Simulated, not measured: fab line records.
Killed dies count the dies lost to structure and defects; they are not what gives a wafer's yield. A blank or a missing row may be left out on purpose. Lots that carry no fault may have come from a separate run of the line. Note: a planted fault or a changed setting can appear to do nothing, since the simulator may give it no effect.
fab line records | flow n5Finfet
record lots=10 | wafers=27 | lastDay=16
route steps=1938 shown BEOL_M12@1636 BEOL_M13@1671 PASSIVATION@1936
lots with no fault: from the same line, run without faults
startH: the number of hours between the record's first day and the start of the first shown wafer of the lot | waitH: how many hours have passed since the lot's step before this one | " the same as in the row above | L1.1+2: several wafers, shown together as one row | - no value, or no start given | * or withheld: withheld | < > ~ a bound
route shown NAME@n: names a module that has steps shown in the file, with the first one's number in the route | usual: mean/standard deviation of fault-free wafers | same: alike in all rows | chamber/n: place in a boat | sites: readings site by site | _std_site: standard deviation across them | _edge_site: mean of outer sites minus mean of inner sites | radiusMm: how far each site lies from the wafer's centre | mask NAME#n: copy n | behind: the tool/chamber that last shaped the wafer | hold: cause of the lot's hold/its duration in hours/its outcome | device: names the non-switching transistor (n, p or np) | end of line: the tests these same wafers got at the end of their route | a step without rows: its recipe alone | killed: the dies lost at the first sort to structure and to defects; this is not the yield of the wafer | map: dies across one wafer; x = killed, . = not, _ = none there
set.NAME: the setting that was run; set.NAME@STEP: the one run at that earlier step | model.NAME: the simulator's own value behind a step, which no gauge read
route steps across a sampled set of lots; one table per step, one row per wafer
services: a tool's chamber out of use, with start hour (startH, from the record's first day; less than 0 if before it), hours out, and reason
## steps
# step N5_BEOL_M12_ETCH_67
# recipe chemistry=CF4 | target=SiARC | targetDepthA=1430 | timeS=238.3 | ionEnergyEv=80 | pressureMtorr=40 | sourceW=545 | biasW=36 | Ar_flow_sccm=100 | cf4FlowSccm=100 | ends=cleared
# usual drypumpMotorCurrentA=5.6/0.49 | etchRfOnTimeS=241/8.2 | oesProductAu=0.72/0.055 | rfFwdPowerW=543.2/1.9 | rfVppV=183.9/1.1 | showerheadPlenumPTorr=2.13/0.044 | throttleValvePct=15.55/0.17
lot.wafer | tool       | chamber | startH | waitH | drypumpMotorCurrentA | etchRfOnTimeS | oesProductAu | rfFwdPowerW | rfHoursCounterH | rfVppV | showerheadPlenumPTorr | throttleValvePct
L846.3    | rieDiel-05 | 0       | 243.71 | 0.0   | 5.9                  | 234           | 0.72         | 543.4       | 69              | 184.4  | 2.09                  | 15.72
L846.4    | "          | 3       | "      | "     | 6.1                  | 255           | 0.57         | 542.4       | 224             | 184.0  | 2.12                  | 15.87
L844.1    | rieDiel-03 | 2       | 256.50 | 0.0   | 5.8                  | 239           | 0.73         | 541.6       | 72              | 184.6  | 2.16                  | 15.31
L844.3    | "          | 1       | "      | "     | 5.9                  | 235           | 0.74         | 541.0       | 45              | 183.9  | 2.07                  | 15.43
L844.5    | "          | 1       | "      | "     | 5.9                  | 235           | 0.75         | 544.5       | -               | 182.5  | 2.07                  | 15.42
L849.1    | rieDiel-05 | 1       | 261.85 | 0.0   | 5.1                  | 246           | 0.69         | 542.2       | 66              | 184.2  | 2.16                  | 15.43
L849.5    | "          | 3       | "      | "     | 6.0                  | 256           | 0.56         | 543.4       | -               | 184.1  | 2.11                  | 15.90
L853.1    | rieDiel-03 | 3       | 289.96 | 0.0   | 5.5                  | 250           | 0.74         | 544.3       | 26              | 184.5  | 2.18                  | 15.48
L853.3    | "          | 2       | "      | "     | 5.8                  | 236           | 0.72         | 546.2       | 84              | 183.8  | 2.15                  | 15.32
L853.4    | "          | 1       | "      | "     | 5.9                  | 232           | 0.73         | 543.1       | 52              | 184.0  | 2.07                  | 15.44
L854.1    | rieDiel-06 | 0       | 297.84 | 0.0   | 5.3                  | 230           | 0.72         | 542.8       | 77              | 184.0  | 2.18                  | 15.37
L854.2    | "          | 1       | "      | "     | 5.9                  | 246           | 0.78         | 544.7       | 13              | 183.0  | 2.11                  | 15.58
L854.4    | "          | 0       | "      | "     | 5.2                  | 233           | 0.72         | 544.6       | -               | 183.9  | 2.18                  | 15.38
L856.2    | rieDiel-06 | 2       | 306.68 | 0.0   | 4.7                  | 235           | 0.74         | 544.7       | 40              | 181.7  | 2.10                  | 15.58
L856.4    | "          | 1       | "      | "     | 5.9                  | 248           | 0.77         | 543.2       | -               | 183.4  | 2.10                  | 15.62
L856.5    | "          | 2       | "      | "     | 4.7                  | 234           | 0.75         | 544.1       | -               | 184.2  | 2.10                  | 15.57
L859.2    | rieDiel-06 | 2       | 322.59 | 0.0   | 4.7                  | 234           | 0.73         | 544.0       | 48              | 184.4  | 2.09                  | 15.60
L859.5    | "          | 3       | "      | "     | 4.8                  | 238           | 0.85         | 545.0       | -               | 185.8  | 2.20                  | 15.45
L859.6    | "          | 2       | "      | "     | 4.7                  | 236           | 0.73         | 543.8       | -               | 183.9  | 2.09                  | 15.59
L862.2    | rieDiel-06 | 1       | 341.61 | 0.0   | 5.9                  | 249           | 0.75         | 546.5       | 32              | 183.5  | 2.10                  | 15.63
L862.4    | "          | 0       | "      | "     | 5.2                  | 228           | 0.71         | 540.7       | 97              | 183.5  | 2.17                  | 15.40
L862.5    | "          | 3       | "      | "     | 4.8                  | 242           | 0.80         | 547.0       | -               | 184.4  | 2.20                  | 15.45
L864.2    | rieDiel-06 | 0       | 343.63 | 0.0   | 5.3                  | 231           | 0.70         | 543.1       | 98              | 185.9  | 2.17                  | 15.43
L864.3    | "          | 1       | "      | "     | 5.9                  | 252           | 0.74         | 546.0       | 33              | 183.3  | 2.10                  | 15.63
L865.2    | rieDiel-03 | 2       | 354.81 | 0.0   | 5.8                  | 236           | 0.70         | 542.5       | 109             | 184.6  | 2.14                  | 15.36
L865.4    | "          | 3       | "      | "     | 5.5                  | 248           | 0.71         | 542.2       | 49              | 183.4  | 2.17                  | 15.54
L865.5    | "          | 2       | "      | "     | 5.8                  | 236           | 0.70         | 541.5       | -               | 184.6  | 2.14                  | 15.39
# step N5_BEOL_M12_TRENCH_ETCH_34
# recipe chemistry=C4F8/O2/Ar | target=SiOC | targetDepthA=3189.5 | maskMaterial=SOC | pressureMtorr=30 | sourceW=3000 | biasW=700 | Ar_flow_sccm=400 | C4F8_flow_sccm=15 | O2_flow_sccm=8 | heInnerTorr=15 | heOuterTorr=30 | timeS=125.5 | ionEnergyEv=250
# usual drypumpMotorCurrentA=5.6/0.49 | oesProductAu=0.85/0.068 | rfFwdPowerW=2988/11 | rfVppV=664.9/2.1 | showerheadPlenumPTorr=3.40/0.075 | throttleValvePct=24.20/0.19
lot.wafer | tool       | chamber | startH | waitH | drypumpMotorCurrentA | oesProductAu | rfFwdPowerW | rfHoursCounterH | rfVppV | showerheadPlenumPTorr | throttleValvePct
L846.3    | rieDiel-05 | 0       | 244.04 | 0.0   | 5.9                  | 0.85         | 2992        | 69              | 662.1  | 3.34                  | 24.40
L846.4    | "          | 3       | "      | "     | 6.1                  | 0.69         | 3009        | 224             | 665.6  | 3.37                  | 24.39
L844.1    | rieDiel-03 | 2       | 256.83 | 0.0   | 5.8                  | 0.85         | 2995        | 72              | 665.8  | 3.46                  | 24.06
L844.3    | "          | 1       | "      | "     | 5.9                  | 0.89         | 2971        | 46              | 663.2  | 3.31                  | 24.00
L844.5    | "          | 1       | "      | "     | 5.9                  | 0.87         | 2963        | -               | 663.5  | 3.31                  | 24.02
L849.1    | rieDiel-05 | 1       | 262.18 | 0.0   | 5.1                  | 0.80         | 2988        | 66              | 666.8  | 3.44                  | 24.02
L849.5    | "          | 3       | "      | "     | 6.1                  | 0.69         | 2995        | -               | 664.9  | 3.37                  | 24.37
L853.1    | rieDiel-03 | 3       | 290.29 | 0.0   | 5.5                  | 0.88         | 2984        | 26              | 666.8  | 3.44                  | 23.96
L853.3    | "          | 2       | "      | "     | 5.8                  | 0.84         | 2967        | 84              | 666.5  | 3.45                  | 24.09
L853.4    | "          | 1       | "      | "     | 5.9                  | 0.87         | 2994        | 52              | 664.3  | 3.30                  | 24.02
L854.1    | rieDiel-06 | 0       | 298.17 | 0.0   | 5.2                  | 0.83         | 2970        | 78              | 668.3  | 3.49                  | 24.09
L854.2    | "          | 1       | "      | "     | 5.9                  | 0.94         | 3005        | 14              | 664.2  | 3.37                  | 24.40
L854.4    | "          | 0       | "      | "     | 5.2                  | 0.82         | 2980        | -               | 666.4  | 3.49                  | 24.08
L856.2    | rieDiel-06 | 2       | 307.00 | 0.0   | 4.7                  | 0.87         | 2983        | 41              | 664.4  | 3.32                  | 24.13
L856.4    | "          | 1       | "      | "     | 5.9                  | 0.93         | 3002        | -               | 663.7  | 3.36                  | 24.40
L856.5    | "          | 2       | "      | "     | 4.7                  | 0.87         | 2989        | -               | 663.0  | 3.32                  | 24.14
L859.2    | rieDiel-06 | 2       | 322.92 | 0.0   | 4.7                  | 0.86         | 2998        | 49              | 664.0  | 3.32                  | 24.14
L859.5    | "          | 3       | "      | "     | 4.8                  | 0.99         | 3009        | -               | 666.8  | 3.54                  | 24.34
L859.6    | "          | 2       | "      | "     | 4.7                  | 0.86         | 2996        | -               | 662.8  | 3.32                  | 24.12
L862.2    | rieDiel-06 | 1       | 341.94 | 0.0   | 5.9                  | 0.89         | 2987        | 32              | 663.8  | 3.36                  | 24.42
L862.4    | "          | 0       | "      | "     | 5.3                  | 0.81         | 2977        | 97              | 666.6  | 3.48                  | 24.10
L862.5    | "          | 3       | "      | "     | 4.8                  | 0.96         | 2994        | -               | 666.6  | 3.54                  | 24.33
L864.2    | rieDiel-06 | 0       | 343.96 | 0.0   | 5.3                  | 0.81         | 2990        | 98              | 665.7  | 3.48                  | 24.11
L864.3    | "          | 1       | "      | "     | 5.9                  | 0.89         | 2999        | 33              | 665.4  | 3.36                  | 24.42
L865.2    | rieDiel-03 | 2       | 355.14 | 0.0   | 5.8                  | 0.81         | 2977        | 109             | 665.4  | 3.44                  | 24.12
L865.4    | "          | 3       | "      | "     | 5.5                  | 0.84         | 3002        | 49              | 666.8  | 3.43                  | 24.00
L865.5    | "          | 2       | "      | "     | 5.8                  | 0.81         | 3002        | -               | 666.8  | 3.44                  | 24.11
# step N5_BEOL_M12_PRE_CLEAN_42
# recipe gas=H2/He | timeS=30 | tempC=250
# usual heaterPowerW=327/30
lot.wafer | tool          | chamber | startH | waitH | heaterPowerW
L846.3    | pvdSputter-02 | -       | 245.02 | 0.0   | 307
L846.4    | "             | -       | "      | "     | 297
L844.1    | pvdSputter-01 | -       | 257.92 | 0.0   | 333
L844.3    | "             | -       | "      | "     | 344
L844.5    | "             | -       | "      | "     | 361
L849.1    | pvdSputter-02 | -       | 263.62 | 0.0   | 367
L849.5    | "             | -       | "      | "     | 305
L853.1    | pvdSputter-01 | -       | 295.36 | 0.0   | 343
L853.3    | "             | -       | "      | "     | 272
L853.4    | "             | -       | "      | "     | 351
L854.1    | pvdSputter-02 | -       | 298.68 | 0.0   | 308
L854.2    | "             | -       | "      | "     | 340
L854.4    | "             | -       | "      | "     | 301
L856.2    | pvdSputter-01 | -       | 308.89 | 0.0   | 344
L856.4    | "             | -       | "      | "     | 332
L856.5    | "             | -       | "      | "     | 272
L859.2    | pvdSputter-01 | -       | 324.12 | 0.0   | 343
L859.5    | "             | -       | "      | "     | 338
L859.6    | "             | -       | "      | "     | 359
L862.2    | pvdSputter-03 | -       | 342.78 | 0.0   | 274
L862.4    | "             | -       | "      | "     | 358
L862.5    | "             | -       | "      | "     | 266
L864.2    | pvdSputter-01 | -       | 346.51 | 0.0   | 271
L864.3    | "             | -       | "      | "     | 338
L865.2    | pvdSputter-02 | -       | 355.93 | 0.0   | 348
L865.4    | "             | -       | "      | "     | 317
L865.5    | "             | -       | "      | "     | 309
# step N5_BEOL_M12_DEP_53
# recipe material=SiCN | targetThkA=300 | tempC=withheld | precursor=3MS/NH3 | pressureTorr=3 | rfW=675 | timeS=10.5
# usual rfFwdPowerW=663.4/2.6 | showerheadPlenumPTorr=4.155/0.025 | throttleValvePct=18.3/1.1
lot.wafer | tool     | chamber | startH | waitH | rfFwdPowerW | showerheadPlenumPTorr | throttleValvePct
L846.3    | pecvd-03 | 1       | 246.17 | 0.0   | 667.3       | 4.174                 | 19.1
L846.4    | "        | 0       | "      | "     | 669.8       | 4.186                 | 18.9
L844.1    | pecvd-01 | 2       | 259.04 | 0.0   | 667.1       | 4.193                 | 17.0
L844.3    | "        | 0       | "      | "     | 661.8       | 4.153                 | 17.6
L844.5    | "        | 2       | "      | "     | 669.7       | 4.172                 | 17.3
L849.1    | pecvd-04 | 1       | 264.77 | 0.0   | 668.9       | 4.099                 | 18.8
L849.5    | "        | 2       | "      | "     | 663.9       | 4.147                 | 19.8
L853.1    | pecvd-01 | 2       | 296.48 | 0.0   | 665.2       | 4.189                 | 17.2
L853.3    | "        | 1       | "      | "     | 662.5       | 4.154                 | 17.5
L853.4    | "        | 2       | "      | "     | 665.6       | 4.190                 | 17.4
L854.1    | pecvd-01 | 0       | 299.97 | 0.0   | 662.2       | 4.168                 | 17.9
L854.2    | "        | 2       | "      | "     | 664.9       | 4.179                 | 17.4
L854.4    | "        | 1       | "      | "     | 665.6       | 4.152                 | 17.3
L856.2    | pecvd-01 | 2       | 310.12 | 0.0   | 666.2       | 4.200                 | 17.2
L856.4    | "        | 2       | "      | "     | 669.1       | 4.192                 | 17.3
L856.5    | "        | 0       | "      | "     | 664.5       | 4.173                 | 17.9
L859.2    | pecvd-01 | 1       | 325.24 | 0.0   | 662.6       | 4.147                 | 17.7
L859.5    | "        | 2       | "      | "     | 663.5       | 4.189                 | 17.1
L859.6    | "        | 1       | "      | "     | 664.2       | 4.158                 | 17.6
L862.2    | pecvd-04 | 2       | 343.89 | 0.0   | 660.4       | 4.151                 | 20.5
L862.4    | "        | 2       | "      | "     | 661.3       | 4.146                 | 20.5
L862.5    | "        | 0       | "      | "     | 661.9       | 4.137                 | 17.8
L864.2    | pecvd-04 | 0       | 347.65 | 0.0   | 660.3       | 4.140                 | 17.9
L864.3    | "        | 0       | "      | "     | 662.5       | 4.151                 | 17.7
L865.2    | pecvd-03 | 2       | 357.06 | 0.0   | 660.1       | 4.176                 | 16.0
L865.4    | "        | 1       | "      | "     | 663.2       | 4.163                 | 18.6
L865.5    | "        | 2       | "      | "     | 659.4       | 4.168                 | 16.2
# step N5_BEOL_M12_INSPECT_55
# recipe inspectInstrument=darkfield | mode=postDep
# usual rawDefectCount=75/23
lot.wafer | tool             | chamber | startH | waitH | rawDefectCount
L846.3    | defectInspect-01 | -       | 246.26 | 0.0   | 81
L846.4    | "                | -       | "      | "     | 85
L844.1    | defectInspect-02 | -       | 259.13 | 0.0   | 89
L844.3    | "                | -       | "      | "     | 85
L844.5    | "                | -       | "      | "     | 46
L849.1    | defectInspect-02 | -       | 264.85 | 0.0   | 88
L849.5    | "                | -       | "      | "     | 94
L853.1    | defectInspect-02 | -       | 296.57 | 0.0   | 92
L853.3    | "                | -       | "      | "     | 95
L853.4    | "                | -       | "      | "     | 132
L854.1    | defectInspect-01 | -       | 300.06 | 0.0   | 65
L854.2    | "                | -       | "      | "     | 97
L854.4    | "                | -       | "      | "     | 61
L856.2    | defectInspect-02 | -       | 310.21 | 0.0   | 1103
L856.4    | "                | -       | "      | "     | 973
L856.5    | "                | -       | "      | "     | 1075
L859.2    | defectInspect-02 | -       | 325.33 | 0.0   | 1046
L859.5    | "                | -       | "      | "     | 1049
L859.6    | "                | -       | "      | "     | 1005
L862.2    | defectInspect-02 | -       | 343.98 | 0.0   | 89
L862.4    | "                | -       | "      | "     | 61
L862.5    | "                | -       | "      | "     | 98
L864.2    | defectInspect-01 | -       | 347.75 | 0.0   | 68
L864.3    | "                | -       | "      | "     | 117
L865.2    | defectInspect-01 | -       | 357.15 | 0.0   | 76
L865.4    | "                | -       | "      | "     | 43
L865.5    | "                | -       | "      | "     | 64
# step N5_BEOL_M13_INSPECT_12
# recipe mode=adi | inspectInstrument=macro
# usual rawDefectCount=2.1/1.4
lot.wafer | tool             | chamber | startH | waitH | rawDefectCount
L846.3    | defectInspect-02 | -       | 246.93 | 0.0   | 4
L846.4    | "                | -       | "      | "     | 1
L844.1    | defectInspect-02 | -       | 259.80 | 0.0   | 0
L844.3    | "                | -       | "      | "     | 1
L844.5    | "                | -       | "      | "     | 2
L849.1    | defectInspect-02 | -       | 265.41 | 0.0   | 1
L849.5    | "                | -       | "      | "     | 4
L853.1    | defectInspect-02 | -       | 297.11 | 0.0   | 3
L853.3    | "                | -       | "      | "     | 2
L853.4    | "                | -       | "      | "     | 1
L854.1    | defectInspect-01 | -       | 300.61 | 0.0   | 1
L854.2    | "                | -       | "      | "     | 6
L854.4    | "                | -       | "      | "     | 4
L856.2    | defectInspect-01 | -       | 310.75 | 0.0   | >300
L856.4    | "                | -       | "      | "     | >300
L856.5    | "                | -       | "      | "     | >300
L859.2    | defectInspect-01 | -       | 325.87 | 0.0   | >300
L859.5    | "                | -       | "      | "     | >300
L859.6    | "                | -       | "      | "     | >300
L862.2    | defectInspect-02 | -       | 344.65 | 0.0   | 1
L862.4    | "                | -       | "      | "     | 3
L862.5    | "                | -       | "      | "     | 5
L864.2    | defectInspect-01 | -       | 348.42 | 0.0   | 0
L864.3    | "                | -       | "      | "     | 0
L865.2    | defectInspect-02 | -       | 357.93 | 0.0   | 2
L865.4    | "                | -       | "      | "     | 3
L865.5    | "                | -       | "      | "     | 2
# step N5_PASSIVATION_PROBE_49
# usual defectLimitedYield=91.3/1.4 | killed_at_M0_to_M3=32/9.5 | killed_at_M4_up=14/5.2 | killedAtContacts=13/5.7 | killedAtFrontEnd=41/12 | killedAtOther=3.5/2.6 | killedDies=103/17 | killedOnRim=14/4 | killedOpen=68/14 | killedShort=32/7 | sort_bin_4_leakage=0.01/0.051 | sort_bin_5_function=5.0/0.91 | sort_bin_6_memory=3.3/0.7 | sort_bin_8_speed=0.03/0.22 | sortNPass=1076/17 | sortYieldPct=91.2/1.4
# same grossDies=1180 | killedAtBackSide=0
lot.wafer | tool      | chamber | startH | waitH | defectLimitedYield[%] | killed_at_M0_to_M3 | killed_at_M4_up | killedAtContacts | killedAtFrontEnd | killedAtOther | killedDies | killedOnRim | killedOpen | killedShort | sort_bin_4_leakage[%] | sort_bin_5_function[%] | sort_bin_6_memory[%] | sort_bin_8_speed[%] | sortNPass | sortYieldPct[%]
L856.2    | prober-01 | -       | 341.73 | 0.1   | 81.2                  | 42                 | 93              | 12               | 74               | 1             | 222        | 31          | 78         | 51          | 0                     | 10.2                   | 4.8                  | 0                   | 958       | 81.2
L856.4    | prober-01 | -       | 341.83 | 0.2   | 81.6                  | 54                 | 108             | 11               | 42               | 2             | 217        | 37          | 97         | 37          | 0                     | 11.2                   | 4.7                  | 0                   | 963       | 81.6
L856.5    | prober-01 | -       | 341.88 | 0.2   | 79.3                  | 37                 | 147             | 12               | 47               | 1             | 244        | 24          | 78         | 27          | 0                     | 12.4                   | 4.4                  | 0                   | 936       | 79.3
L859.2    | prober-01 | -       | 358.78 | 0.1   | 87.3                  | 26                 | 81              | 16               | 26               | 1             | 150        | 27          | 55         | 25          | 0                     | 6.5                    | 3.6                  | 0                   | 1030      | 87.3
L859.5    | prober-01 | -       | 358.93 | 0.2   | 85.2                  | 31                 | 102             | 11               | 30               | 1             | 175        | 26          | 56         | 30          | 0                     | 8.9                    | 3.3                  | 0                   | 1005      | 85.2
L859.6    | prober-01 | -       | 358.98 | 0.3   | 87.3                  | 20                 | 81              | 15               | 33               | 1             | 150        | 26          | 54         | 32          | 0                     | 7.2                    | 3.1                  | 0                   | 1030      | 87.3
# killed by level:class
L856.2 BEOL_M12:unspecified=81 FIN_SAQP:geometricParticle:open=23 BEOL_M1:geometricParticle:open=15 HKMG_FIN:areaEtch=12 FIN_SAQP:geometricParticle:short=10 STI_FIN_REVEAL:geometricParticle:open=8 MOL_CONTACT_COAG:geometricParticle:open=7 BEOL_M1:geometricParticle:short=7
L856.4 BEOL_M12:unspecified=83 FIN_SAQP:geometricParticle:open=13 BEOL_M1:geometricParticle:open=12 MOL_CONTACT_COAG:geometricParticle:open=11 BEOL_M3:geometricParticle:open=10 GATE_CUT:geometricParticle:short=9 BEOL_M0_SAQP:geometricParticle:open=9 BEOL_M0:geometricParticle:open=6
L856.5 BEOL_M12:unspecified=138 BEOL_M1:geometricParticle:open=18 FIN_SAQP:geometricParticle:open=12 MOL_CONTACT_COAG:geometricParticle:open=11 GATE_CUT:geometricParticle:short=10 STI_FIN_REVEAL:geometricParticle:open=9 GATE_CUT:geometricParticle:open=8 BEOL_M0:geometricParticle:open=5
L859.2 BEOL_M12:unspecified=70 MOL_CONTACT_COAG:geometricParticle:open=13 FIN_SAQP:geometricParticle:open=6 BEOL_M4:geometricParticle:open=5 BEOL_M1:geometricParticle:open=5 BEOL_M3:geometricParticle:open=5 FIN_SAQP:geometricParticle:short=4 ILD0:geometricParticle:open=4
L859.5 BEOL_M12:unspecified=87 MOL_CONTACT_COAG:geometricParticle:open=10 BEOL_M3:geometricParticle:open=7 FIN_SAQP:geometricParticle:open=6 BEOL_M0_SAQP:geometricParticle:open=6 BEOL_M0_SAQP:geometricParticle:short=6 BEOL_M4:geometricParticle:short=5 BEOL_M0:geometricParticle:open=4
L859.6 BEOL_M12:unspecified=64 MOL_CONTACT_COAG:geometricParticle:open=13 BEOL_M0_SAQP:geometricParticle:short=6 BEOL_M4:geometricParticle:short=6 FIN_SAQP:geometricParticle:open=5 FIN_SAQP:geometricParticle:short=4 DUMMY_GATE:geometricParticle:short=4 STI_FIN_REVEAL:geometricParticle:open=3
## services
tool          | chamber | startH | hours | kind
rieDiel-06    | -       | 223.44 | 14.6  | pm
pecvd-01      | -       | 227.49 | 1.4   | repair
rieDiel-05    | -       | 229.22 | 0.1   | repair
pecvd-03      | 2       | 231.16 | 2.1   | scheduledDown
rieDiel-06    | 1       | 242.74 | -     | clean
rieDiel-06    | 1       | 242.74 | -     | consumableReplace:focusRing
rieDiel-06    | 1       | 242.74 | 21.2  | scheduledDown
rieDiel-06    | 1       | 242.74 | 21.2  | ventCycle
pecvd-04      | 0       | 247.73 | 2.1   | scheduledDown
pecvd-04      | 1       | 292.16 | 6.6   | repair
rieDiel-06    | 3       | 296.00 | -     | clean
rieDiel-06    | 3       | 296.00 | -     | consumableReplace:focusRing
rieDiel-06    | 3       | 296.00 | 26.2  | scheduledDown
rieDiel-06    | 3       | 296.00 | 26.2  | ventCycle
pecvd-03      | -       | 300.66 | 0.8   | pm
pvdSputter-02 | -       | 303.66 | 4.3   | repair
pecvd-04      | -       | 320.93 | 1.3   | repair
rieDiel-05    | 3       | 321.96 | -     | clean
rieDiel-05    | 3       | 321.96 | -     | consumableReplace:focusRing
rieDiel-05    | 3       | 321.96 | 15.7  | scheduledDown
rieDiel-05    | 3       | 321.96 | 15.7  | ventCycle
pvdSputter-03 | -       | 332.51 | 3.0   | repair
pvdSputter-02 | -       | 342.91 | 6.3   | repair
pecvd-04      | 1       | 345.74 | 5.5   | scheduledDown
## key
firstSign step=N5_BEOL_M12_INSPECT_55 | reading=rawDefectCount | direction=up | sigmas=42 | usual=75 | struck=1042
effect step=N5_BEOL_M13_INSPECT_12 | reading=rawDefectCount | direction=up | sigmas=99+ | usual=2.1 | struck=>300
effect step=N5_PASSIVATION_PROBE_49 | reading=killed_at_M4_up | direction=up | sigmas=17 | usual=14 | struck=102
moreKillsBornAt N5_BEOL_M12_DEP_53@pecvd-01=523
metAt N5_BEOL_M12_DEP_53
struckLots L856,L859
baselineLoss step=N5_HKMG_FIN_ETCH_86 | wafers=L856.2
notActingAt N5_BEOL_M12_ETCH_67,N5_BEOL_M12_TRENCH_ETCH_34,N5_BEOL_M12_PRE_CLEAN_42
onsetBetween 299.97 310.12
fault kind=chamberParticleSource | tool=pecvd-01 | chamber=- | onsetH=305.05 | steps=N5_BEOL_M12_DEP_53 | ratePerVisitCm2=1.4998 | endH=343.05
# baselineLoss: these wafers lose ten dies or more at that step, a loss of the line's own and not of a fault; the sort's usual values leave them out
